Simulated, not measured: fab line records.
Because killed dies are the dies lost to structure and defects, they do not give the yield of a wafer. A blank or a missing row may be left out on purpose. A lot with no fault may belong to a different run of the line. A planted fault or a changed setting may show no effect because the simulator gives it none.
A lot that was struck, set against a sound lot / flow n5_finfet / 18 out of 1938 route steps
Sound: the wafers L799.1, L799.3, L799.6. Wafers L809.2, L809.4, L809.5 were the ones struck. At the end, the cause is stated.
For every step that has rows: the tool of each side, followed by ch and its chambers, followed by its first start. Under that, the readings that differ: sound wafers / struck wafers / difference of the means / sigmas: that difference in standard deviations of wafers without a fault.
alike: same words and numbers on both sides, and readings whose means sit less than 2 such deviations apart. not compared: any withheld reading, any reading some wafer has no value for, any bound like >300 that may hide the same value, and any number with overlapping values for which the record gives no deviation.
The two part at a step that has a row with sigmas, a row that says differs or no value, or rows on one side only. Non-overlapping numbers with no deviation appear without sigmas and do not part them. A reading missing from all wafers of one side parts the sides only when that side holds two or more wafers.

N5_BEOL_M14_ETCH_38: etches SiCN in CF4/N2, target depth 106.5 nm, time 120.6 s.
  sound: rie_diel-06 ch 0,1,3; struck: rie_diel-06 ch 1,3
  alike: chamber_pressure_mTorr, drypump_motor_current_A, n2_flow_sccm, oes_product_au, rf_vpp_V, showerhead_plenum_p_Torr, throttle_valve_pct
  not compared: rf_hours_counter_h
then, 2 steps without rows for these wafers: N5_BEOL_M14_PRECLEAN_39 (cleans in residue remover, time 60 s); N5_BEOL_M14_SRD_40 (time 30 s, dry time 30 s).
N5_BEOL_M14_DEGAS_41: time 60 s.
  sound: pvd_sputter-02 at day 11 22:22; struck: pvd_sputter-01 at day 14 03:03
  alike: heater_power_w
then, 2 steps without rows for these wafers: N5_BEOL_M14_PRE_CLEAN_42 (time 30 s); N5_BEOL_M14_SPUTTER_43 (material TaN, target thk 15 nm, time 24.19 s).
N5_BEOL_M14_SPUTTER_44: material Ta, target thk 15 nm, time 24.19 s.
  sound: pvd_sputter-02 at day 11 22:32; struck: pvd_sputter-01 at day 14 03:13
  alike: bias_v, throttle_valve_pct
then, 3 steps without rows for these wafers: N5_BEOL_M14_SPUTTER_45 (material Cu, target thk 100 nm, time 16.67 s); N5_BEOL_M14_ECD_47 (material Cu, target thk 1248 nm); N5_BEOL_M14_ANNEAL_48 (time 90 s).
N5_BEOL_M14_CMP_49: polishes, stops on SiO2, t overpolish 5.2 s, target thk 560 nm.
  sound on cmp-01 ch 1,3, day 11 23:14; struck on cmp-03 ch 1,2, day 14 03:53
  alike: barrier_field_endpoint_s, motor_current_A, overpolish_run_s, slurry_filter_dp_kPa, slurry_flow_ml_min, time_to_endpoint_s
  not compared: pad_life_wafers
N5_BEOL_M14_THK_MEAS_50: measures by xrf.
  sound: film_metro-01 at day 11 23:31; struck: film_metro-02 at day 14 04:11
  alike: M14_THK
N5_BEOL_M14_PRE_CLEAN_52: time 15 s.
  sound on pecvd-03 ch 0,2, day 11 23:34; struck on pecvd-03 ch 0,1, day 14 04:14
then, 1 step without rows for these wafers: N5_BEOL_M14_DEP_53 (deposits SiCN from 3MS/NH3, target thk 50 nm, time 17.8 s).
N5_BEOL_M14_RS_MEAS_54: a four-point-probe measurement.
  sound: film_metro-01 at day 11 23:40; struck: film_metro-02 at day 14 04:19
  alike: M14_RS
N5_BEOL_M14_INSPECT_55: inspects for defects (darkfield).
  sound: defect_inspect-02 at day 11 23:41; struck: defect_inspect-01 at day 14 04:21
reading=raw_defect_count; sound=113 96 72; struck=860 834 845; difference=+753; sigmas=+31
N5_BEOL_M15_ILD_DEP_00: deposits SiO2 from TEOS/O2, target thk 1629.3 nm, time 346.1 s.
  sound on pecvd-02 ch 1,2, day 11 23:44; struck on pecvd-02 ch 1,2, day 14 04:23
  alike: heater_power_w, showerhead_plenum_p_Torr, throttle_valve_pct
N5_PASSIVATION_PROBE_49:
  the record has rows for the struck wafers here (prober-01, day 15 01:22) and none for the sound ones

WHERE THEY PART
Last at N5_PASSIVATION_PROBE_49 as far as this record goes, first at N5_BEOL_M14_INSPECT_55.

WHY: whatever the simulator had introduced
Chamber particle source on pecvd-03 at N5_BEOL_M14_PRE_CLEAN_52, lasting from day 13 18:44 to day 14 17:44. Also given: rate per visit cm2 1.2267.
